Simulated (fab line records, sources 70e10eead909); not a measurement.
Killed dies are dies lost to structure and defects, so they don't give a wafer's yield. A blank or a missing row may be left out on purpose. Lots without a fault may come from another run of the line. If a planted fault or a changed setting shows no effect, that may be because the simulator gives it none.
Struck lot and sound lot, side by side -- flow nandHarc -- 15 steps out of a route of 1302
Sound: these wafers, L328.1, L328.5, L328.6. The struck wafers were L341.1, L341.3, L341.6. The cause is given at the end.
Per side, at each step with rows, come the tool, then ch with its chambers, and then its first start. Under that, the readings that differ: sound wafers -- struck wafers -- difference of the means -- sigmas: that difference in standard deviations of wafers without a fault.
alike: a reading whose means differ by less than 2 such deviations, as well as words and numbers matching on both sides. not compared: withheld readings; readings where some wafer has no value; bounds like >300 that might hide an equal value; numbers whose values overlap and for which the record gives no deviation.
Wherever a step has rows on one side only, a row that says differs or no value, or a row with sigmas, the two part there. Non-overlapping numbers with no deviation appear without sigmas and do not part them. A reading missing from all wafers of one side parts the sides only when that side holds two or more wafers.

NHARC_THIN_TSV_ETCH_44: etches the open film in CF4/O2, target depth 1594.2 nm, time 797.1 s.
  sound on rieDiel-01 ch 0,1, day 26 14:34; struck on rieDiel-01 ch 0,2, day 32 05:12
  alike: drypumpMotorCurrentA, oesProductAu, rfVppV, showerheadPlenumPTorr, throttleValvePct
  not compared: rfHoursCounterH
then, 1 step without rows for these wafers: NHARC_THIN_TSV_ETCH_15 (target depth 3000 nm, bosch target overetch cycles 2, bosch etch step 2.8 s).
NHARC_THIN_TSV_CD_MEAS_16:
  struck on cdSem-01, day 32 05:53; sound on cdSem-01, day 26 15:15
  alike: cdNm
then, 3 steps without rows for these wafers: NHARC_THIN_TSV_STRIP_45 (strips in O2); NHARC_THIN_TSV_STRIP_46 (strips in post etch residue remover, time 1200 s); NHARC_THIN_TSV_DEP_47 (deposits SiO2, target thk 200 nm).
NHARC_THIN_TSV_ETCHBACK_48: etches the open film in C4F8/Ar, target depth 1028.5 nm, time 405.17 s.
  sound on rieDiel-03 ch 0,2,3, day 26 16:38; struck on rieDiel-01 ch 0,3, day 32 07:09
  alike: oesProductAu, rfVppV
  not compared: rfHoursCounterH
NHARC_THIN_TSV_STRIP_62: strips in N2/H2, time 20 s.
  sound on plasmaAsher-02 ch 0,1, day 26 16:54; struck on plasmaAsher-01 ch 0,1, day 32 07:32
reading,sound,struck,difference,sigmas
drypumpMotorCurrentA (A),5.9 5.9 5.9,4.8 5.2 4.8,-1.0,-2
  alike: heaterPowerW
  not compared: rfHoursCounterH
then, 2 steps without rows for these wafers: NHARC_THIN_TSV_DEGAS_49 (time 120 s); NHARC_THIN_TSV_PRE_CLEAN_50 (time 30 s).
NHARC_THIN_TSV_PVD_19: deposits TaN, target thk 20 nm.
  sound on pvdSputter-01; struck on pvdSputter-03
  alike: throttleValvePct
NHARC_THIN_TSV_PVD_51: deposits Cu, target thk 100 nm.
  sound on pvdSputter-01; struck on pvdSputter-03
  alike: throttleValvePct
NHARC_THIN_TSV_ECD_20: material Cu, target thk 2000 nm.
  sound on ecdCu-01 ch 0,1, day 26 17:36; struck on ecdCu-01 ch 1, day 32 08:59
then, 1 step without rows for these wafers: NHARC_THIN_TSV_ANNEAL_52 (time 90 s).
NHARC_END_SORT_01:
  sound on prober-01 ch 0, day 27 05:12; struck on prober-01 ch 0, day 32 18:55
reading,sound,struck,difference,sigmas
defectLimitedYield (%),88.2 89.1 86.0,96.9 96.2 94.4,+8.1,+3
killedAtArray,78 74 93,15 21 29,-60,-3
killedAtOther,0 0 0,3 3 3,+3,+2
killedDies,80 74 95,21 26 38,-55,-3
sort_bin_2_pct (%),4.9 4.6 5.3,0.9 1.3 1.6,-3.7,-3
sort_bin_4_pct (%),5.8 5.6 7.8,1.9 2.4 3.5,-3.8,-3
sortNPass,597 603 582,656 651 639,+55,+3
sortYieldPct (%),88.2 89.1 86.0,96.9 96.2 94.4,+8.1,+3
  alike: killedAtPeriphery, killedOpen, killedShort, sort_bin_3_pct, sortRimYieldPct

== WHERE THEY PART ==
At NHARC_THIN_TSV_STRIP_62 first; at NHARC_END_SORT_01 last (within this record only).

WHY: the cause the simulator had injected
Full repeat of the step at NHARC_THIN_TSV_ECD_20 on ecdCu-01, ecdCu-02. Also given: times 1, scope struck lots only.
